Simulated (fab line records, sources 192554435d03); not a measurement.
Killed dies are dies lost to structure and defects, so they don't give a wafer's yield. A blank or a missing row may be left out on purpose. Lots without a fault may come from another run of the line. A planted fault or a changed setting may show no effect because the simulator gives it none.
Split-lot experiment | flow n5_finfet | 7 lots, 36 wafers read, on a route of 1938 steps

THE SPLIT
At N5_BEOL_M12_TRENCH_ETCH_34 (etches SiOC in C4F8/O2/Ar, target depth 318.95 nm, time 125.5 s), the setting time_s was moved away from the recipe's 125.5 s on 15 of the 36 wafers read, by -50.8% to +53.9%. The other wafers ran this setting at the recipe's value.

FROM THE SPLIT TO THE READING: what the file shows between them, 10 steps
- N5_BEOL_M12_STRIP_70: strips in C4F8/O2/Ar
- N5_BEOL_M12_OCD_MEAS_35
- N5_BEOL_M12_STRIP_37: strips in N2/H2
- N5_BEOL_M12_ETCH_38: etches SiCN in CF4/N2, target depth 68.7 nm, time 73.4 s
- N5_BEOL_M12_ECD_47: material Cu, target thk 720 nm
- N5_BEOL_M12_ANNEAL_48: time 90 s
- N5_BEOL_M12_CMP_49: polishes, stops on SiOC, t overpolish 20.6 s, target thk 320 nm
- N5_BEOL_M12_THK_MEAS_50: measures by xrf
- N5_BEOL_M12_PRE_CLEAN_52: time 15 s
- N5_BEOL_M12_DEP_53: deposits SiCN from 3MS/NH3, target thk 30 nm, time 10.5 s

THE READING
M12_RS, in ohm/sq, at N5_BEOL_M12_RS_MEAS_54 (measures by four-point-probe). Fault-free wafers of this fab line usually give 0.0602 ohm/sq, standard deviation 0.0013 ohm/sq.

wafer  | tool, chamber at the split | time_s as run, s | against the recipe | M12_RS, ohm/sq | against lot-mates on the recipe
L075.3 | rie_diel-06, 3             | 125.5            | recipe             | 0.0607         | -
L075.4 | rie_diel-06, 2             | 125.5            | recipe             | 0.0606         | -
L075.5 | rie_diel-06, 1             | 125.5            | recipe             | 0.0591         | -
L078.1 | rie_diel-06, 3             | 125.5            | recipe             | 0.0626         | -
L078.2 | rie_diel-06, 0             | 125.5            | recipe             | 0.0600         | -
L078.3 | rie_diel-06, 1             | 61.75            | -50.8%             | 0.1302         | +0.0691
L078.4 | rie_diel-06, 3             | 61.75            | -50.8%             | 0.1338         | +0.0727
L078.5 | rie_diel-06, 1             | 125.5            | recipe             | 0.0607         | -
L078.6 | rie_diel-06, 0             | 61.75            | -50.8%             | 0.1279         | +0.0668
L074.1 | rie_diel-02, 1,0           | 125.5            | recipe             | 0.0616         | -
L074.4 | rie_diel-02, 1,0           | 125.5            | recipe             | 0.0613         | -
L074.5 | rie_diel-02, 0             | 125.5            | recipe             | 0.0626         | -
L080.1 | rie_diel-06, 1             | 125.5            | recipe             | 0.0585         | -
L080.2 | rie_diel-06, 0             | 154.1            | +22.8%             | 0.0476         | -0.0112
L080.3 | rie_diel-06, 2             | 154.1            | +22.8%             | 0.0477         | -0.0111
L080.4 | rie_diel-06, 3             | 154.1            | +22.8%             | 0.0504         | -0.0084
L080.5 | rie_diel-06, 0             | 125.5            | recipe             | 0.0593         | -
L080.6 | rie_diel-06, 1             | 125.5            | recipe             | 0.0585         | -
L085.1 | rie_diel-06, 0             | 193.2            | +53.9%             | 0.0380         | -0.0214
L085.2 | rie_diel-06, 1             | 125.5            | recipe             | 0.0596         | -
L085.3 | rie_diel-06, 3             | 193.2            | +53.9%             | 0.0399         | -0.0195
L085.4 | rie_diel-06, 2             | 125.5            | recipe             | 0.0593         | -
L085.5 | rie_diel-06, 1             | 193.2            | +53.9%             | 0.0389         | -0.0205
L085.6 | rie_diel-06, 0             | 125.5            | recipe             | 0.0594         | -
L092.1 | rie_diel-06, 0             | 88.73            | -29.3%             | 0.0874         | +0.0273
L092.2 | rie_diel-06, 1             | 125.5            | recipe             | 0.0597         | -
L092.3 | rie_diel-06, 2             | 125.5            | recipe             | 0.0598         | -
L092.4 | rie_diel-06, 1             | 125.5            | recipe             | 0.0607         | -
L092.5 | rie_diel-06, 2             | 88.73            | -29.3%             | 0.0868         | +0.0267
L092.6 | rie_diel-06, 0             | 88.73            | -29.3%             | 0.0866         | +0.0265
L093.1 | rie_diel-03, 2             | 86.19            | -31.3%             | 0.0884         | +0.0289
L093.2 | rie_diel-03, 1             | 86.19            | -31.3%             | 0.0878         | +0.0283
L093.3 | rie_diel-03, 0             | 86.19            | -31.3%             | 0.0883         | +0.0288
L093.4 | rie_diel-03, 3             | 125.5            | recipe             | 0.0596         | -
L093.5 | rie_diel-03, 2             | 125.5            | recipe             | 0.0604         | -
L093.6 | rie_diel-03, 3             | 125.5            | recipe             | 0.0585         | -
Where a row lists several chambers, the file gives one row for several wafers and doesn't say which wafer went through which chamber.

THE FIT
A straight line over all 36 wafers: M12_RS changes by -0.000824 ohm/sq for each +1% of time_s; r = -0.91; the points scatter about the line by 0.0099 ohm/sq.
The same after taking each lot's own level away (the mean of its wafers on the recipe; 36 wafers): -0.000811 ohm/sq for each +1%; r = -0.91; scatter 0.0098 ohm/sq.
On that fit, the largest move of time_s shifts the reading by 0.044 ohm/sq.
The lots' own levels span 0.05877 to 0.06183 ohm/sq, that is 2.4 times the standard deviation above.
So the lot-to-lot level changes the slope little: the two slopes agree.
Check: with one of the wafers moved furthest among these (+53.9%) left out of the fit, the line predicts -0.0416 ohm/sq for it against its lot-mates. It came out at -0.0214 ohm/sq against them.

OTHER SPLITS ON THESE WAFERS
These wafers also went through other splits before the reading. Each is held against what the fit with the lots' levels taken away leaves over:
other split on the same wafers | wafers away from the commonest value | r with M12_RS (lot level and that fit taken away)
N5_BEOL_M5_DEP_56 target_thk_a | 14                                   | +0.27
N5_BEOL_M9_DESCUM_16 time_s    | 10                                   | -0.03
N5_BEOL_M11_ETCH_66 time_s     | 13                                   | -0.05

THE WHOLE CHAIN: every reading that the file lists as answering this split, in the file's order
step                       | what it does                                                    | reading                                                                       | change (the file's fit)               | r (the file's)
N5_BEOL_M12_TRENCH_ETCH_34 | etches SiOC in C4F8/O2/Ar, target depth 318.95 nm, time 125.5 s | etch.depth_nm (the simulator's own value, which no gauge read)                | +3.11 nm for each +1% of the setting  | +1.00
N5_BEOL_M12_OCD_MEAS_35    |                                                                 | trench_depth_nm                                                               | +3.12 nm for each +1% of the setting  | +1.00
N5_BEOL_M12_CMP_49         | polishes, stops on SiOC, t overpolish 20.6 s, target thk 320 nm | Cu_of_BEOL_M12_ECD_47.thk_nm (the simulator's own value, which no gauge read) | +3.11 nm for each +1% of the setting  | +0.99
N5_BEOL_M12_THK_MEAS_50    | measures by xrf                                                 | M12_THK                                                                       | +3.03 for each +1% of the setting     | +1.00
N5_BEOL_M12_RS_MEAS_54     | measures by four-point-probe                                    | M12_RS                                                                        | -0.000835 for each +1% of the setting | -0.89

THE FILE'S OWN FIT
M12_RS changes by -0.000835 ohm/sq for each +1% of time_s, r = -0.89.
